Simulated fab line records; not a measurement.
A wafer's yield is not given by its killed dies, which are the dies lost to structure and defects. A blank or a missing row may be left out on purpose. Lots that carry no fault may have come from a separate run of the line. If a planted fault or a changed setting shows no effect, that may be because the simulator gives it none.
Chamber matching / flow nandHarc / NHARC_A_CHANNEL_FILL_D1_ETCHBACK_20 on rieDiel-05 has 4 sister chambers
The step etches the open film in C4F8/O2/Ar, target depth 27 nm, time 13.5 s. 7 wafers are shown with their chamber, then 6 later ones without.

== WAFERS, EACH WITH ITS CHAMBER ==
wafer=L677.5; chamber=0; rfVppV (V)=986; oesProductAu (a.u.)=1.00
wafer=L691.5; chamber=3; rfVppV (V)=979; oesProductAu (a.u.)=0.91
wafer=L693.1; chamber=2; rfVppV (V)=975; oesProductAu (a.u.)=0.92
wafer=L693.3; chamber=1; rfVppV (V)=972; oesProductAu (a.u.)=0.91
wafer=L693.5; chamber=1; rfVppV (V)=970; oesProductAu (a.u.)=0.92
wafer=L695.2; chamber=3; rfVppV (V)=977; oesProductAu (a.u.)=0.92
wafer=L695.5; chamber=2; rfVppV (V)=972; oesProductAu (a.u.)=0.91

== WAFERS WHOSE CHAMBER IS MISSING ==
wafer=L697.1; rfVppV (V)=985; oesProductAu (a.u.)=0.99
wafer=L697.4; rfVppV (V)=971; oesProductAu (a.u.)=0.99
wafer=L697.5; rfVppV (V)=974; oesProductAu (a.u.)=1.00
wafer=L698.2; rfVppV (V)=986; oesProductAu (a.u.)=0.96
wafer=L698.3; rfVppV (V)=977; oesProductAu (a.u.)=0.95
wafer=L698.6; rfVppV (V)=978; oesProductAu (a.u.)=0.95

== CHAMBER TAKEN BY EACH ==
wafer=L697.1; from the rows above=0; in truth=0
wafer=L697.4; from the rows above=can't be placed: 0 or 1 or 2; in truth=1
wafer=L697.5; from the rows above=0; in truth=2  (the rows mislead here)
wafer=L698.2; from the rows above=0; in truth=0
wafer=L698.3; from the rows above=can't be placed: 3 or 2 or 1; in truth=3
wafer=L698.6; from the rows above=can't be placed: 3 or 2 or 1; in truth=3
2 of 6 placed correctly. Can't be placed from these rows: 3 (the true chamber is among the candidates in 3). Wrongly placed: 1.
How it was worked out, from the rows above alone: a wafer's distance from a chamber is the root of the sum, over the readings, of the square of ((its reading less the chamber's mean) divided by the reading's scatter). If the next closest chamber is less than 2 further off than the closest, the wafer can't be placed; otherwise it belongs to the closest. For every chamber, the mean is computed from those of its wafers that are shown. The scatter: take each reading less its chamber's mean, square it, sum over the shown wafers, divide by the number of wafers less the number of chambers, and take the root.
